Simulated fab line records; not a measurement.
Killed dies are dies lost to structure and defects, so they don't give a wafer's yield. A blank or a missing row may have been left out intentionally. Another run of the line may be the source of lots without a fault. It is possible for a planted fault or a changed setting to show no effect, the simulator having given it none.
fab line records    flow n5Finfet
record lots=4  wafers=12  lastDay=21
route steps=1938 shown SD_EPI_P@306 SD_ACTIVATION@330 BEOL_M4@1111 PASSIVATION@1936
lots with no fault: from the same line, run without faults
startH: start of the lot's first displayed wafer, in hours after the record's first day    waitH: time in hours since the lot's previous step    " as in the row above    L1.1+2: several wafers, shown together as one row    - value missing, or start not given    * or withheld: withheld    < > ~ a bound
route shown NAME@n: NAME is a module with steps in the file, n the number in the route of the first one    usual: mean and standard deviation over wafers with no fault    same: alike in all rows    chamber/n: place in a boat    sites: each site's reading    _std_site: standard deviation of those values    _edge_site: mean of outer sites minus mean of inner sites    radiusMm: for every site, how far away it sits from the centre of the wafer    mask NAME#n: copy n    behind: the last tool/chamber to shape the wafer    hold: why the lot was held/for how many hours/how that ended    device: the transistor (n, p or np) that didn't switch    end of line: the same wafers' tests at the end of the route    a step given without rows: its recipe and nothing more    killed: at the first sort, the dies lost to defects and structure; wafer yield is something else    map: per-die view of a wafer (x killed, . not killed, _ where there is no die)
set.NAME: setting as actually run; set.NAME@STEP: the setting as run at that earlier step    model.NAME: the simulator's own value behind a step, which no gauge read
lots at some steps of the route; a table a step, a row a wafer
## steps
# step N5_SD_EPI_P_DESCUM_14
# recipe chemistry=O2  timeS=7.9  sourcePowerW=50  biasPowerW=20  pressureMtorr=20  rfFrequencyHz=2.712e+07  tempC=40  resist=CAR-ArF-block  o2FlowSccm=225
# step N5_SD_EPI_P_ETCH_36
# recipe chemistry=CF4  target=SiARC  targetDepthA=455  maskMaterial=CAR-ArF-block  timeS=75.8  ionEnergyEv=80  pressureMtorr=40  sourceW=545  biasW=36  Ar_flow_sccm=100  cf4FlowSccm=100  ends=cleared
# step N5_SD_EPI_P_ETCH_37
# recipe chemistry=N2/H2  target=SOC  overetchA=1080  maskMaterial=SiARC  tempC=40  ionEnergyEv=100  sourceW=3000  biasW=133  pressureMtorr=20  timeS=486  n2FlowSccm=200  h2FlowSccm=200  ends=endPoint
# step N5_SD_EPI_P_STRIP_38
# recipe chemistry=N2/H2  tempC=40  n2FlowSccm=200  h2FlowSccm=200  rfFrequencyHz=6e+07
# step N5_SD_EPI_P_ETCHBACK_46
# recipe chemistry=CH3F/O2  mode=anisotropicEtchback  target=SiNx  targetDepthA=175  stopOn=SiO2  overEtchFrac=0.3  ionEnergyEv=120  pressureMtorr=30  sourceW=395  biasW=73  Ar_flow_sccm=150  CH3F_flow_sccm=30  O2_flow_sccm=20
# step N5_SD_EPI_P_ETCH_47
# recipe chemistry=CH3F/O2  target=SiOCN  targetDepthA=250  maskMaterial=SOC  ionEnergyEv=60  biasW=29  pressureMtorr=30  sourceW=410  Ar_flow_sccm=150  CH3F_flow_sccm=30  O2_flow_sccm=20
# step N5_SD_EPI_P_ETCH_16
# recipe chemistry=CHF3/O2  target=SiO2  targetDepthA=50  maskMaterial=SOC  pressureMtorr=30  sourceW=650  biasW=170  Ar_flow_sccm=200  CHF3_flow_sccm=50  O2_flow_sccm=5  ionEnergyEv=200
# step N5_SD_EPI_P_STRIP_50
# recipe chemistry=CHF3/O2  resist=SiARC  rfFrequencyHz=6e+07
# step N5_SD_EPI_P_SD_RECESS_17
# recipe chemistry=HBr/Cl2/O2  targetDepthA=391  btTimeS=3  pressureMtorr=10  icpW=800  biasW=112  HBr_flow_sccm=150  Cl2_flow_sccm=80  O2_flow_sccm=12
# step N5_SD_EPI_P_WET_ETCH_45
# recipe chemistry=dHF  dilution=withheld  timeS=10.7  target=SiO2  targetDepthA=20  tempC=25  dry=ipaMarangoni  rinseTimeS=30  rinseTempC=23
# step N5_SD_EPI_P_STRIP_40
# recipe chemistry=N2/H2  powerW=1000  tempC=250  h2Frac=0.65  overashFraction=0.3  pressureMtorr=withheld  n2FlowSccm=1750  h2FlowSccm=3250
# step N5_SD_EPI_P_PRECLEAN_52
# recipe chemistry=O3/DIW  timeS=60  tempC=22  o3Ppm=10
# usual o3Ppm=9.99/0.1  tempC=22.00/0.12
lot.wafer  tool         chamber  startH  waitH  o3Ppm  tempC
L669.1     wetBench-02  3        71.30   -      9.88   22.01
L669.4     "            6        "       "      10.06  21.95
L669.5     "            0        "       "      9.95   22.22
L683.1     wetBench-02  2        156.40  -      10.09  21.99
L683.2     "            7        "       "      10.00  21.97
L683.5     "            3        "       "      10.04  22.17
L685.2     wetBench-02  0        168.24  -      9.84   22.06
L685.4     "            4        "       "      10.00  21.97
L685.5     "            2        "       "      10.16  22.11
L688.2     wetBench-03  3        186.70  -      10.04  21.84
L688.3     "            2        "       "      10.05  21.97
L688.4     "            1        "       "      9.85   21.95
# step N5_SD_EPI_P_SRD_20
# recipe dry=ipaMarangoni  doPpb=5  timeS=30  tempC=23  rinseLiquid=diw
# step N5_SD_EPI_P_PRECLEAN_51
# recipe chemistry=NF3:NH3  afsCycles=1  tempC=30  timeS=20  sublimationTempC=180  sublimationTimeS=60  pressureTorr=3  rfPowerW=30
# step N5_SD_EPI_P_VAPOR_ETCH_44
# recipe chemistry=NF3/Ar  target=SiGe30  tempC=25  timeS=3.3  mode=isotropic
# step N5_SD_EPI_P_EPI_21
# recipe material=SiGe:B  dopant=B  tempC=550  pressureTorr=20  ambient=H2  timeS=355
# step N5_SD_EPI_P_HM_STRIP_48
# recipe chemistry=H3PO4  tempC=160  material=SiNx  target=SiNx  targetDepthA=30  overetchFraction=0.3
# step N5_SD_EPI_P_SRD_49
# recipe dry=ipaMarangoni  timeS=30  tempC=23  rinseLiquid=diw
# step N5_SD_EPI_P_PRECLEAN_24
# recipe chemistry=O3/DIW  timeS=45  tempC=22  o3Ppm=10
# step N5_SD_EPI_P_PRECLEAN_32
# recipe chemistry=dHF  timeS=10  dilution=500:1  tempC=25
# step N5_SD_EPI_P_PRECLEAN_33
# recipe chemistry=SC2  timeS=45  tempC=35  mix=1:1:50
# step N5_SD_EPI_P_SRD_25
# recipe timeS=30  tempC=23  rinseLiquid=diw  dry=ipaMarangoni
# step N5_SD_EPI_P_INSPECT_26
# recipe inspectInstrument=darkfield  mode=postEpi
# usual rawDefectCount=177/42
lot.wafer  tool              chamber  startH  waitH  rawDefectCount
L669.1     defectInspect-02  -        74.10   0.0    124
L669.4     "                 -        "       "      172
L669.5     "                 -        "       "      116
L683.1     defectInspect-01  -        159.19  0.0    1251
L683.2     "                 -        "       "      1269
L683.5     "                 -        "       "      1358
L685.2     defectInspect-01  -        171.06  0.0    1336
L685.4     "                 -        "       "      1302
L685.5     "                 -        "       "      1299
L688.2     defectInspect-01  -        189.51  0.0    260
L688.3     "                 -        "       "      267
L688.4     "                 -        "       "      210
# step N5_SD_ACTIVATION_RTA_00
# recipe tempC=975  timeS=0  ambient=N2  idleTempC=600  rampUpCPerS=150  rampDownCPerS=60  coolToC=600
# step N5_BEOL_M4_RC_MEAS_101
# usual DIBL_N=37.7/2  DIBL_P=37.7/2.3  IOFF_N=0.18/0.039  IOFF_P=0.23/0.042  ION_N=681/12  ION_P=463/8  SS_N=71.9/0.68  SS_P=73.6/0.71  VT_N=248/3.2  VT_P=-249/3.1
lot.wafer  tool       chamber  startH  waitH  DIBL_N[mV/V]  DIBL_P[mV/V]  IOFF_N[nA/um]  IOFF_P[nA/um]  ION_N[uA/um]  ION_P[uA/um]  SS_N[mV/dec]  SS_P[mV/dec]  VT_N[mV]  VT_P[mV]
L669.1     prober-02  0        276.54  0.0    36.3          35.9          0.14           0.19           672           461           71.8          72.8          250       -253
L669.4     "          0        "       "      39.9          39.0          0.21           0.22           679           451           72.2          73.2          248       -250
L669.5     "          0        "       "      39.6          38.8          0.22           0.21           685           454           72.5          73.6          245       -251
L683.1     prober-02  0        348.45  0.0    38.2          37.3          0.19           0.25           676           461           72.1          74.2          248       -250
L683.2     "          0        "       "      37.6          35.4          0.19           0.23           685           471           71.3          73.7          245       -247
L683.5     "          0        "       "      38.9          38.7          0.21           0.27           683           467           72.3          74.1          247       -248
L685.2     prober-01  0        378.01  0.2    40.0          39.9          0.21           0.24           675           461           72.4          74.3          249       -251
L685.4     "          0        "       "      36.4          36.9          0.15           0.21           679           468           70.9          73.4          252       -251
L685.5     "          0        "       "      35.8          37.0          0.14           0.20           662           462           71.0          72.8          253       -250
L688.2     prober-02  0        389.25  0.2    33.0          31.6          0.11           0.16           654           450           70.5          72.0          255       -252
L688.3     "          0        "       "      36.0          36.1          0.16           0.22           661           457           71.9          74.1          248       -250
L688.4     "          0        "       "      35.5          35.9          0.17           0.21           680           470           71.7          72.5          249       -246
# step N5_PASSIVATION_PROBE_49
# usual defectLimitedYield=91.1/1.4  killed_at_M0_to_M3=34/9.6  killed_at_M4_up=15/5.3  killedAtContacts=12/6.1  killedAtFrontEnd=40/11  killedAtOther=3.5/2.8  killedDies=105/17  killedOnRim=14/4.3  killedOpen=70/12  killedShort=34/7.7  sort_bin_5_function=5.2/0.97  sort_bin_6_memory=3.4/0.62  sortNPass=1075/17  sortYieldPct=91.1/1.4
# same grossDies=1180  killedAtBackSide=0  sort_bin_4_leakage[%]=0  sort_bin_8_speed[%]=0
lot.wafer  tool       chamber  startH  waitH  defectLimitedYield[%]  killed_at_M0_to_M3  killed_at_M4_up  killedAtContacts  killedAtFrontEnd  killedAtOther  killedDies  killedOnRim  killedOpen  killedShort  sort_bin_5_function[%]  sort_bin_6_memory[%]  sortNPass  sortYieldPct[%]
L683.1     prober-02  -        449.85  0.0    77.0                   30                  11               12                214               4              271         19           64          37           11.7                    5.6                   909        77.0
L683.2     prober-02  -        449.90  0.1    83.8                   20                  11               6                 151               3              191         27           69          24           9.9                     3.6                   989        83.8
L683.5     prober-02  -        450.05  0.2    79.2                   37                  12               2                 191               4              246         40           62          38           11.2                    4.1                   934        79.2
L685.2     prober-01  -        480.39  0.1    76.8                   40                  12               9                 211               2              274         41           64          47           14.4                    3.9                   906        76.8
L685.4     prober-01  -        480.49  0.2    80.0                   24                  12               7                 190               3              236         13           50          29           13.1                    4.1                   944        80.0
L685.5     prober-01  -        480.54  0.2    76.0                   36                  11               12                220               4              283         28           75          41           12.7                    4.7                   897        76.0
# killed by level:class
L683.1 SD_EPI_P:unspecified=155 HKMG_FIN:areaEtch=15 FIN_SAQP:geometricParticle:open=12 FIN_SAQP:geometricParticle:short=11 MOL_CONTACT_COAG:geometricParticle:open=10 STI_FIN_REVEAL:geometricParticle:open=8 BEOL_M3:geometricParticle:open=7 BEOL_M2:geometricParticle:open=7
L683.2 SD_EPI_P:unspecified=98 STI_FIN_REVEAL:geometricParticle:open=18 FIN_SAQP:geometricParticle:open=14 STARTING-WAFER:geometricParticle:short=6 FIN_SAQP:geometricParticle:short=5 MOL_CONTACT_COAG:geometricParticle:open=5 BEOL_M0_SAQP:geometricParticle:short=5 STI_FIN_REVEAL:geometricParticle:short=4
L683.5 SD_EPI_P:unspecified=128 HKMG_FIN:areaEtch=17 FIN_SAQP:geometricParticle:short=12 FIN_SAQP:geometricParticle:open=9 BEOL_M2:geometricParticle:open=8 BEOL_M1:geometricParticle:open=7 BEOL_M0_SAQP:geometricParticle:short=7 ILD0:geometricParticle:open=6
L685.2 SD_EPI_P:unspecified=145 HKMG_FIN:areaEtch=18 FIN_SAQP:geometricParticle:short=17 BEOL_M2:geometricParticle:open=11 BEOL_M4:geometricParticle:open=9 BEOL_M0_SAQP:geometricParticle:open=9 MOL_CONTACT_COAG:geometricParticle:open=8 STI_FIN_REVEAL:geometricParticle:open=6
L685.4 SD_EPI_P:unspecified=156 BEOL_M2:geometricParticle:open=11 FIN_SAQP:geometricParticle:open=6 GATE_CUT:geometricParticle:short=5 MOL_CONTACT_COAG:geometricParticle:open=5 FIN_SAQP:geometricParticle:short=4 DUMMY_GATE:geometricParticle:open=4 BEOL_M4:geometricParticle:open=4
L685.5 SD_EPI_P:unspecified=145 HKMG_FIN:areaEtch=22 GATE_CUT:geometricParticle:short=13 MOL_CONTACT_COAG:geometricParticle:open=12 BEOL_M2:geometricParticle:open=12 FIN_SAQP:geometricParticle:open=9 STI_FIN_REVEAL:geometricParticle:open=9 FIN_SAQP:geometricParticle:short=7
# map L683.1 (x killed, . not)
_________________x...........________________
______________.......x.........x_____________
___________.........x..............__________
__________............x......x...x.._________
________xxxx....xx...........x........_______
_______.........x...........xx.........______
______...xx.....x......................._____
_____..........x....x.................x..____
____.x........x...........x...........x..x___
___....x...................x...x.x....x.x.x__
___.......................................x__
__....xx.....xx..................x.....x.x.._
__.....x......x............................._
_..x...............x.........................
_.....................x............x...xx....
_.x.....................x.............x......
_x.......x....x.....x..x.............x.......
_..x..............xxxxxxxx.x.xx..............
_...............x..xxxxxxxxx.x.x......x..x..x
_..x.........x.x..xxx.xxxxxxxx..x......x.....
_...........x....x.xxxxxxxxxxxxx..........x..
__.....x.......xxxxxxxxxxxxxxxxx.x.x........_
__...............xxxxxxxxxxxxxxxx.....x....._
___..x....x.x....xxxxxxxxxxxxxxx.x.........__
___....x.......xxxxxxxxxxxxxxxxxx......x..x__
____..........x...xxxxxxxxxxxxxxx........x___
_____.......x.....x.xxxxxxxxxxx.xxx.....x____
______.....x.....xxxxxxxxxxxx......x.x.x_____
_______..x.........xxxxx.xxx......x....______
________.........xx...x....x..x....xx._______
__________..x.................xx...._________
___________..............x.........__________
______________.........x...x..x._____________
_________________........x...________________
# map L685.5 (x killed, . not)
_________________.xx.........________________
______________x...............x._____________
___________.x...xx.................__________
__________....x..xx...............x._________
________x..xx........................x_______
_______.........xx..........x...x.....x______
______...........x.x...............x...._____
_____x..xx.xx............xx..............____
____..x......x....x......x.......x........___
___..........x..x....x....x...........x.xx.__
___x.............x.........x........x.x....__
__..x.x....x...x....x..............x..xx..x._
__.x..............................x...x.x..._
_..x..x................x...xx......x......x..
_...............x.......x......x.............
_....x.................x....x..x..........x..
_.................x...x..x.xx..x.........x...
_....x.x..............xxxxxxx..x...x.........
_.................xxxxxxxxxxx.xx...x.........
_..................xxxxxxxxxxx.xx...........x
_...x......x......xxxxxxxxxxxxx.......x....x.
__..........x....xxxxxxxxxxxxxx....x...x..xx_
__............x..xxxxxxxxxxxxxx.........x.x._
___...x.x........xxxxxxxxxxxxxxxx....x.....__
___x.....x.......xxxxxxxxxxxxxx............__
____.......x.....x.xxxxxxxxxxxx...........___
_____...x..........xxxxxxxxx.xx..x...x...____
______.......x.x.x..xxxxxxxxxxx....x...._____
_______x....x....x..xxxx..x..x......x..______
________............xx....x.....x.xx.x_______
__________.x.......x......x......x.x_________
___________....x......x..x......x..__________
______________.x.....x.........x_____________
_________________xx..........________________
## key
firstSign step=N5_SD_EPI_P_INSPECT_26  reading=rawDefectCount  direction=up  sigmas=27  usual=177  struck=1302
effect step=N5_PASSIVATION_PROBE_49  reading=killedAtFrontEnd  direction=up  sigmas=14  usual=40  struck=196
moreKillsBornAt N5_SD_EPI_P_PRECLEAN_52@wetBench-02=827
metAt N5_SD_EPI_P_PRECLEAN_52
struckWafers L683.1,L683.2,L683.5,L685.2,L685.4,L685.5
baselineLoss step=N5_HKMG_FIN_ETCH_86  wafers=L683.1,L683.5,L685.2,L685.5
onsetBetween 71.30 156.40
fault kind=chamberParticleSource  tool=wetBench-02  chamber=-  onsetH=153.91  steps=N5_SD_EPI_P_PRECLEAN_52  ratePerVisitCm2=1.7747  endH=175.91
# baselineLoss: these wafers lose ten dies or more at that step, a loss of the line's own and not of a fault; the sort's usual values leave them out
